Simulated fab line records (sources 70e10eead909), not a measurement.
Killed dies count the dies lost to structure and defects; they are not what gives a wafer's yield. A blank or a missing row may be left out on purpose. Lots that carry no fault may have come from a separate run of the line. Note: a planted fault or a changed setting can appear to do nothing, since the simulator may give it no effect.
fab line records    flow nand-harc
record: lots: 6  wafers: 18  last-day: 33
route steps=1302 shown A_M1@1176 END@1302
lots that met no fault: taken from a fault-free run of the same line
start-h: the number of hours between the record's first day and the start of the first shown wafer of the lot    wait-h: hours from the lot's prior step to this one    " unchanged from the row above    L1.1+2: one row covering several wafers at once    - value missing, or start not given    * or withheld: withheld    < > ~ a bound
route shown NAME@n: names a module that has steps shown in the file, with the first one's number in the route    usual: mean/standard deviation of fault-free wafers    same: alike in all rows    chamber/n: place in a boat    sites: readings site by site    _std_site: the standard deviation of these    _edge_site: mean of outer sites minus mean of inner sites    radius-mm: how far each site lies from the wafer's centre    mask NAME#n: copy n    behind: the last tool/chamber to shape the wafer    hold: the reason the lot was held/the length of the hold in hours/how it ended    device: names the non-switching transistor (n, p or np)    end of line: the route-end tests of the same wafers    a step given without rows: its recipe and nothing more    killed: the dies lost at the first sort to structure and to defects; this is not the yield of the wafer    map: dies across one wafer; x = killed, . = not, _ = none there
set.NAME: the setting the step ran with; set.NAME@STEP: the setting that earlier step ran with    model.NAME: the simulator's own value behind a step, which no gauge read
lots seen at some steps along the route; tables by step, rows by wafer
services: when a tool's chamber went out of use (start-h, in hours from the record's first day, below 0 if earlier), for how many hours, and the reason
== steps ==
step: NHARC_A_M1_EXPOSE_06
recipe: na: 1.35  target-cd-nm: 120  dose-mj: 75.13  mask-id: A_M1
step: NHARC_A_M1_PEB_07
recipe: peb-temp-c: 100  peb-time-s: 65
step: NHARC_A_M1_DEVELOP_08
recipe: develop-time-s: 35  dev-temp-c: 23
step: NHARC_A_M1_CD_MEAS_09
recipe: target-cd-nm: 120  landing-energy-ev: 500
usual: cd-nm: 119.9/0.55
lot.wafer  tool       chamber  start-h  wait-h  cd-nm
L149.1     cd-sem-01  0        538.62   -       119.4
L149.5     "          0        "        "       120.7
L149.6     "          0        "        "       119.4
L158.1     cd-sem-01  0        620.16   -       118.9
L158.2     "          0        "        "       119.3
L158.4     "          0        "        "       119.6
L166.2     cd-sem-02  0        710.54   -       119.6
L166.3     "          0        "        "       120.3
L166.4     "          0        "        "       119.2
L168.2     cd-sem-03  0        721.41   -       120.2
L168.4     "          0        "        "       119.9
L168.5     "          0        "        "       118.9
L170.2     cd-sem-01  0        749.81   -       121.1
L170.5     "          0        "        "       120.0
L170.6     "          0        "        "       120.2
L171.1     cd-sem-02  0        759.91   -       119.7
L171.3     "          0        "        "       119.7
L171.6     "          0        "        "       119.9
step: NHARC_A_M1_OVL_MEAS_10
recipe: pitch-nm: 240
usual: overlay-x-nm: -0.1/0.72  overlay-y-nm: 0.1/0.84
lot.wafer  tool        chamber  start-h  wait-h  overlay-x-nm  overlay-y-nm
L149.1     overlay-01  -        538.71   -       1.0           0.6
L149.5     "           -        "        "       1.3           -0.3
L149.6     "           -        "        "       0.6           0.3
L158.1     overlay-01  -        620.25   -       1.3           -0.8
L158.2     "           -        "        "       1.5           -0.5
L158.4     "           -        "        "       2.0           -0.6
L166.2     overlay-01  -        710.63   -       -0.4          0.1
L166.3     "           -        "        "       0.0           0.6
L166.4     "           -        "        "       -0.4          0.8
L168.2     overlay-02  -        721.50   -       -1.1          -0.4
L168.4     "           -        "        "       -0.8          0.0
L168.5     "           -        "        "       -1.7          -0.1
L170.2     overlay-02  -        749.89   -       -0.6          -0.5
L170.5     "           -        "        "       0.5           -0.4
L170.6     "           -        "        "       0.2           -0.6
L171.1     overlay-02  -        759.99   -       -0.6          0.0
L171.3     "           -        "        "       -0.3          0.5
L171.6     "           -        "        "       -0.4          0.1
step: NHARC_A_M1_INSPECT_11
usual: raw-defect-count: 81/37
lot.wafer  tool               chamber  start-h  wait-h  raw-defect-count
L149.1     defect-inspect-01  -        538.74   0.0     19
L149.5     "                  -        "        "       16
L149.6     "                  -        "        "       19
L158.1     defect-inspect-02  -        620.28   0.0     66
L158.2     "                  -        "        "       62
L158.4     "                  -        "        "       74
L166.2     defect-inspect-01  -        710.66   0.0     149
L166.3     "                  -        "        "       146
L166.4     "                  -        "        "       140
L168.2     defect-inspect-01  -        721.53   0.0     36
L168.4     "                  -        "        "       35
L168.5     "                  -        "        "       30
L170.2     defect-inspect-01  -        749.93   0.0     126
L170.5     "                  -        "        "       92
L170.6     "                  -        "        "       108
L171.1     defect-inspect-01  -        760.03   0.0     93
L171.3     "                  -        "        "       100
L171.6     "                  -        "        "       86
step: NHARC_A_M1_DESCUM_14
recipe: time-s: 3  o2-flow-sccm: 200  ar-flow-sccm: 0  bias-power-w: 0  chemistry: O2
usual: drypump-motor-current-A: 5.8/0.39  oes-product-au: 0.997/0.01  rf-vpp-V: 57.7/0.84  showerhead-plenum-p-Torr: 1.89/0.06  throttle-valve-pct: 11.311/0.0096
lot.wafer  tool         chamber  start-h  wait-h  drypump-motor-current-A  oes-product-au  rf-hours-counter-h  rf-vpp-V  showerhead-plenum-p-Torr  throttle-valve-pct
L149.1     rie-diel-05  2        538.82   0.1     6.2                      0.995           8                   58.1      1.94                      11.303
L149.5     "            1        "        "       5.6                      0.998           -                   58.4      1.90                      11.304
L149.6     "            2        "        "       6.2                      0.998           -                   57.7      1.94                      11.328
L158.2     rie-diel-08  1        620.34   0.1     6.1                      1.002           2                   56.7      1.85                      11.303
L158.1     "            3        "        "       6.2                      0.995           1                   58.4      1.98                      11.299
L158.4     "            0        "        "       6.3                      1.002           2                   59.2      1.94                      11.293
L166.3     rie-diel-05  2        710.73   0.1     6.2                      1.001           6                   58.4      1.94                      11.319
L166.4     "            3        "        "       5.9                      1.020           5                   57.3      1.82                      11.303
L166.2     "            0        "        "       5.3                      1.006           6                   57.8      1.78                      11.312
L168.2     rie-diel-08  2        721.61   0.1     5.1                      1.005           4                   58.8      1.93                      11.309
L168.4     "            3        "        "       6.2                      1.003           5                   58.8      1.98                      11.313
L168.5     "            1        "        "       6.1                      1.007           -                   57.0      1.85                      11.306
L170.2     rie-diel-08  0        749.99   0.1     6.3                      0.987           0                   57.8      1.94                      11.317
L170.5     "            0        "        "       6.3                      0.985           -                   58.5      1.94                      11.304
L170.6     "            1        "        "       6.1                      0.967           -                   57.8      1.85                      11.316
L171.3     rie-diel-05  2        760.10   0.1     6.1                      0.982           9                   57.7      1.94                      11.281
L171.1     "            0        "        "       5.4                      1.003           9                   55.2      1.78                      11.319
L171.6     "            2        "        "       6.2                      0.989           -                   57.2      1.94                      11.296
step: NHARC_A_M1_ETCH_35
recipe: target-depth-a: 400  overetch-a: 120  time-s: 43.94  ion-energy-ev: 200  n2-flow-sccm: 150  h2-flow-sccm: 150  ar-flow-sccm: 0  rf-w: 400  bias-w: 150  chemistry: N2/H2
usual: drypump-motor-current-A: 5.8/0.4  oes-product-au: 0.997/0.0088  rf-vpp-V: 429.6/2.1  showerhead-plenum-p-Torr: 2.00/0.069  throttle-valve-pct: 14.170/0.0087
lot.wafer  tool         chamber  start-h  wait-h  drypump-motor-current-A  oes-product-au  rf-hours-counter-h  rf-vpp-V  showerhead-plenum-p-Torr  throttle-valve-pct
L149.1     rie-diel-05  2        538.90   0.1     6.2                      0.995           8                   432.1     2.07                      14.175
L149.5     "            1        "        "       5.6                      0.992           -                   430.0     2.03                      14.166
L149.6     "            2        "        "       6.2                      0.994           -                   431.0     2.07                      14.168
L158.1     rie-diel-08  1        620.43   0.1     6.1                      1.005           2                   429.6     1.97                      14.161
L158.4     "            2        "        "       5.1                      1.016           1                   430.3     2.05                      14.166
L158.2     "            3        "        "       6.2                      1.003           1                   432.7     2.11                      14.166
L166.3     rie-diel-05  3        710.81   0.1     6.0                      1.010           5                   428.3     1.94                      14.187
L166.4     "            0        "        "       5.3                      1.008           6                   426.9     1.90                      14.156
L166.2     "            1        "        "       5.6                      0.992           6                   429.2     2.02                      14.177
L168.4     rie-diel-08  0        721.68   0.1     6.3                      0.989           4                   430.7     2.07                      14.178
L168.2     "            2        "        "       5.1                      1.000           4                   431.3     2.05                      14.165
L168.5     "            1        "        "       6.1                      1.001           -                   429.3     1.97                      14.165
L170.2     rie-diel-08  2        750.09   0.1     5.1                      0.995           0                   429.2     2.05                      14.173
L170.6     "            3        "        "       6.2                      0.977           -                   431.2     2.11                      14.158
L170.5     "            0        "        "       6.2                      0.997           -                   431.1     2.07                      14.180
L171.3     rie-diel-05  1        760.18   0.1     5.6                      0.998           9                   431.3     2.02                      14.173
L171.1     "            0        "        "       5.4                      0.995           9                   427.3     1.89                      14.158
L171.6     "            1        "        "       5.6                      1.007           -                   429.8     2.02                      14.157
step: NHARC_A_M1_ETCH_15
recipe: target-depth-a: 1825  time-s: 91.2  c4f8-flow-sccm: withheld  ar-flow-sccm: 400  rf-w: 600  bias-w: 300  chemistry: C4F8/Ar
step: NHARC_A_M1_CD_MEAS_16
usual: cd-nm: 119.8/0.76
lot.wafer  tool       chamber  start-h  wait-h  cd-nm
L149.1     cd-sem-01  -        539.11   -       119.6
L149.5     "          -        "        "       119.1
L149.6     "          -        "        "       119.6
L158.1     cd-sem-02  -        620.65   -       119.1
L158.2     "          -        "        "       119.6
L158.4     "          -        "        "       120.0
L166.2     cd-sem-01  -        711.03   -       119.1
L166.3     "          -        "        "       120.0
L166.4     "          -        "        "       119.3
L168.2     cd-sem-03  -        721.91   -       119.4
L168.4     "          -        "        "       120.1
L168.5     "          -        "        "       118.5
L170.2     cd-sem-02  -        750.30   -       121.0
L170.5     "          -        "        "       119.6
L170.6     "          -        "        "       118.7
L171.1     cd-sem-01  -        760.40   -       119.3
L171.3     "          -        "        "       119.5
L171.6     "          -        "        "       119.4
step: NHARC_A_M1_STRIP_18
recipe: power-w: 1000  n2-flow-sccm: 150  h2-flow-sccm: 150  ar-flow-sccm: 0  bias-w: 0  chemistry: N2/H2
usual: drypump-motor-current-A: 5.8/0.4  oes-product-au: 0.994/0.011  rf-vpp-V: 90.5/0.87  showerhead-plenum-p-Torr: 2.01/0.066  throttle-valve-pct: 14.170/0.0094
lot.wafer  tool         chamber  start-h  wait-h  drypump-motor-current-A  oes-product-au  rf-hours-counter-h  rf-vpp-V  showerhead-plenum-p-Torr  throttle-valve-pct
L149.1     rie-diel-12  3        539.24   0.1     5.4                      1.005           5                   89.2      1.94                      14.166
L149.6     "            1        "        "       5.8                      0.972           -                   89.2      1.94                      14.182
L149.5     "            2        "        "       5.6                      0.975           -                   90.6      2.04                      14.153
L158.1     rie-diel-08  0        620.72   0.1     6.3                      0.998           2                   90.2      2.07                      14.176
L158.4     "            2        "        "       5.1                      1.007           2                   90.5      2.05                      14.181
L158.2     "            3        "        "       6.2                      0.985           2                   90.6      2.11                      14.172
L166.4     rie-diel-08  0        711.10   0.1     6.3                      1.001           4                   90.7      2.07                      14.172
L166.2     "            2        "        "       5.1                      1.005           4                   89.1      2.05                      14.184
L166.3     "            3        "        "       6.2                      0.996           4                   90.4      2.11                      14.155
L168.2     rie-diel-12  3        722.03   0.1     5.4                      1.006           7                   90.2      1.94                      14.173
L168.4     "            0        "        "       5.2                      1.002           7                   88.9      1.92                      14.178
L168.5     "            1        "        "       5.8                      0.989           -                   90.1      1.94                      14.172
L170.2     rie-diel-08  0        750.37   0.1     6.3                      0.980           0                   90.6      2.07                      14.177
L170.6     "            0        "        "       6.3                      0.980           -                   90.9      2.07                      14.179
L170.5     "            1        "        "       6.1                      0.973           -                   90.3      1.97                      14.164
L171.1     rie-diel-08  1        760.53   0.1     6.1                      0.965           0                   90.0      1.97                      14.178
L171.3     "            2        "        "       5.1                      0.987           0                   91.2      2.05                      14.162
L171.6     "            3        "        "       6.2                      0.976           -                   89.7      2.11                      14.155
step: NHARC_A_M1_ETCH_28
recipe: target-depth-a: 300  over-etch-frac: 0.3  time-s: 72.99  ion-energy-ev: 150  cf4-flow-sccm: 50  n2-flow-sccm: 100  ar-flow-sccm: 150  rf-w: 300  bias-w: 100  chemistry: CF4/N2
usual: cf4-flow-sccm: 49.98/0.16  drypump-motor-current-A: 5.7/0.42  oes-product-au: 0.994/0.011  rf-vpp-V: 313.4/1.6  showerhead-plenum-p-Torr: 2.59/0.081  throttle-valve-pct: 19.794/0.0093
lot.wafer  tool         chamber  start-h  wait-h  cf4-flow-sccm  drypump-motor-current-A  oes-product-au  rf-hours-counter-h  rf-vpp-V  showerhead-plenum-p-Torr  throttle-valve-pct
L149.1     rie-diel-12  2        -        -       50.24          5.7                      0.978           5                   313.7     2.63                      19.777
L149.5     "            2        "        "       50.37          5.7                      0.979           -                   314.6     2.63                      19.795
L149.6     "            3        "        "       49.83          5.4                      1.004           -                   313.2     2.51                      19.785
L158.1     rie-diel-08  2        -        -       49.87          5.1                      1.005           2                   313.4     2.64                      19.802
L158.4     "            0        "        "       49.87          6.3                      1.000           2                   314.4     2.66                      19.796
L158.2     "            1        "        "       49.78          6.1                      1.010           2                   311.6     2.54                      19.793
L166.4     rie-diel-08  1        -        -       50.17          6.1                      1.009           5                   312.5     2.54                      19.789
L166.3     "            2        "        "       50.08          5.1                      0.998           4                   314.4     2.64                      19.796
L166.2     "            0        "        "       49.81          6.3                      0.997           4                   314.5     2.66                      19.785
L168.4     rie-diel-12  2        -        -       49.83          5.6                      0.983           8                   313.8     2.62                      19.788
L168.2     "            3        "        "       49.80          5.4                      1.004           7                   313.2     2.51                      19.808
L168.5     "            0        "        "       50.23          5.2                      0.998           -                   312.7     2.49                      19.785
L170.2     rie-diel-08  0        -        -       50.07          6.3                      0.992           0                   316.3     2.66                      19.803
L170.5     "            3        "        "       49.77          6.2                      0.981           -                   316.5     2.71                      19.796
L170.6     "            0        "        "       49.92          6.3                      0.982           -                   315.9     2.66                      19.792
L171.1     rie-diel-08  3        -        -       50.01          6.2                      0.972           1                   317.6     2.71                      19.786
L171.3     "            0        "        "       49.97          6.3                      0.986           1                   313.6     2.66                      19.795
L171.6     "            1        "        "       49.97          6.1                      0.972           -                   313.7     2.54                      19.800
step: NHARC_A_M1_STRIP_19
recipe: time-s: 600  temp-c: 30  chemistry: post-etch-residue-remover
usual: run-length-s: 603.1/1.1
lot.wafer  tool          chamber  start-h  wait-h  run-length-s
L149.6     wet-bench-10  6        539.56   -       601.9
L149.5     "             0        "        "       601.3
L149.1     "             3        "        "       603.8
L158.4     wet-bench-08  4        621.09   -       603.7
L158.2     "             5        "        "       604.0
L158.1     "             7        "        "       603.4
L166.3     wet-bench-10  3        711.47   -       638.3
L166.2     "             5        "        "       635.4
L166.4     "             0        "        "       636.3
L168.5     wet-bench-10  0        722.36   -       634.9
L168.4     "             2        "        "       637.8
L168.2     "             4        "        "       635.4
L170.2     wet-bench-08  5        750.74   -       603.4
L170.5     "             0        "        "       603.1
L170.6     "             1        "        "       604.6
L171.1     wet-bench-08  3        760.85   -       602.5
L171.3     "             6        "        "       602.4
L171.6     "             0        "        "       603.4
step: NHARC_A_M1_DEGAS_29
recipe: temp-c: 250  time-s: 60
usual: heater-power-w: 335/36
lot.wafer  tool            chamber  start-h  wait-h  heater-power-w
L149.1     pvd-sputter-01  -        539.82   -       393
L149.5     "               -        "        "       390
L149.6     "               -        "        "       433
L158.1     pvd-sputter-03  -        621.37   -       305
L158.4     "               -        "        "       335
L158.2     "               -        "        "       332
L166.2     pvd-sputter-02  -        711.75   -       341
L166.3     "               -        "        "       300
L166.4     "               -        "        "       295
L168.2     pvd-sputter-03  -        722.65   -       342
L168.4     "               -        "        "       283
L168.5     "               -        "        "       331
L170.2     pvd-sputter-01  -        751.03   -       379
L170.6     "               -        "        "       402
L170.5     "               -        "        "       358
L171.1     pvd-sputter-02  -        761.12   -       335
L171.3     "               -        "        "       341
L171.6     "               -        "        "       336
step: NHARC_END_SORT_01
recipe: temp-c: 25
usual: defect-limited-yield: 91.1/2.9  killed-at-array: 55/20  killed-at-other: 0.7/0.96  killed-at-periphery: 4.1/2.4  killed-dies: 60/20  killed-open: 3.3/1.9  killed-short: 2.8/1.6
same: gross-dies: 677
lot.wafer  tool       chamber  start-h  wait-h  defect-limited-yield[%]  killed-at-array  killed-at-other  killed-at-periphery  killed-dies  killed-open  killed-short
L166.2     prober-01  0        748.93   2.8     86.4                     89               0                3                    92           3            0
L166.3     prober-01  0        749.73   3.1     87.0                     80               0                8                    88           3            2
L166.4     prober-01  0        750.54   3.4     86.7                     88               0                2                    90           2            4
killed by level:class
L166.2 A_CHANNEL_HOLE_D1:chamber-film-flake=29 A_SLIT:chamber-film-flake=29 A_CHANNEL_HOLE_D2:chamber-film-flake=23 A_CONTACT:chamber-film-flake=4 P_GATE:chamber-film-flake=2 A_SOURCE_PLATE:geometric-particle:open=1 A_CHANNEL_HOLE_D1:geometric-particle:open=1 A_DECK1_JOINT:geometric-particle:open=1
L166.3 A_CHANNEL_HOLE_D2:chamber-film-flake=28 A_SLIT:chamber-film-flake=23 A_CHANNEL_HOLE_D1:chamber-film-flake=22 P_GATE:chamber-film-flake=4 A_CONTACT:chamber-film-flake=3 P_GATE:geometric-particle:open=2 A_STAIRCASE:chamber-film-flake=2 P_M0:geometric-particle:open=1
L166.4 A_SLIT:chamber-film-flake=28 A_CHANNEL_HOLE_D1:chamber-film-flake=28 A_CHANNEL_HOLE_D2:chamber-film-flake=22 A_CONTACT:chamber-film-flake=3 A_STAIRCASE:chamber-film-flake=2 P_M0:geometric-particle:short=1 A_CHANNEL_FILL_D1:geometric-particle:short=1 A_DECK1_JOINT:geometric-particle:open=1
== services ==
tool            chamber  start-h  hours  kind
rie-diel-08     3        520.79   17.5   repair
pvd-sputter-01  -        530.60   2.3    repair
pvd-sputter-03  -        531.37   10.0   pm
pvd-sputter-01  -        535.65   0.8    repair
rie-diel-08     -        544.85   9.0    pm
wet-bench-08    -        557.08   2.7    repair
rie-diel-05     3        564.24   1.6    repair
rie-diel-08     2        576.63   2.7    repair
pvd-sputter-01  -        582.00   10.0   pm
rie-diel-05     -        583.63   9.0    pm
rie-diel-12     0        589.49   4.4    repair
rie-diel-12     0        600.73   12.2   repair
pvd-sputter-01  -        606.46   3.1    repair
rie-diel-08     0        622.13   3.6    repair
rie-diel-12     -        622.45   9.0    pm
rie-diel-08     2        624.44   2.7    repair
wet-bench-08    -        646.40   8.0    pm
rie-diel-12     3        646.90   7.6    repair
wet-bench-10    -        663.20   8.0    pm
rie-diel-08     2        711.99   8.9    repair
rie-diel-12     0        718.73   3.1    repair
rie-diel-08     -        721.85   9.0    pm
rie-diel-05     3        724.20   3.7    repair
rie-diel-05     -        760.63   9.0    pm
== key ==
first-sign: step: NHARC_A_M1_STRIP_19  reading: run-length-s  direction: up  sigmas: 30  usual: *  struck: *
effect none on later readings
met-at NHARC_A_M1_STRIP_19
struck-wafers L166.2,L166.3,L166.4,L168.2,L168.4,L168.5
onset-between 539.56 711.47
fault: kind: process-parameter-drift  tool: wet-bench-10  chamber: -  onset-h: 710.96  steps: NHARC_A_M1_STRIP_19  channel: time-s  offset: *  shape: step  end-h: 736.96  acts-in: *  stated: *
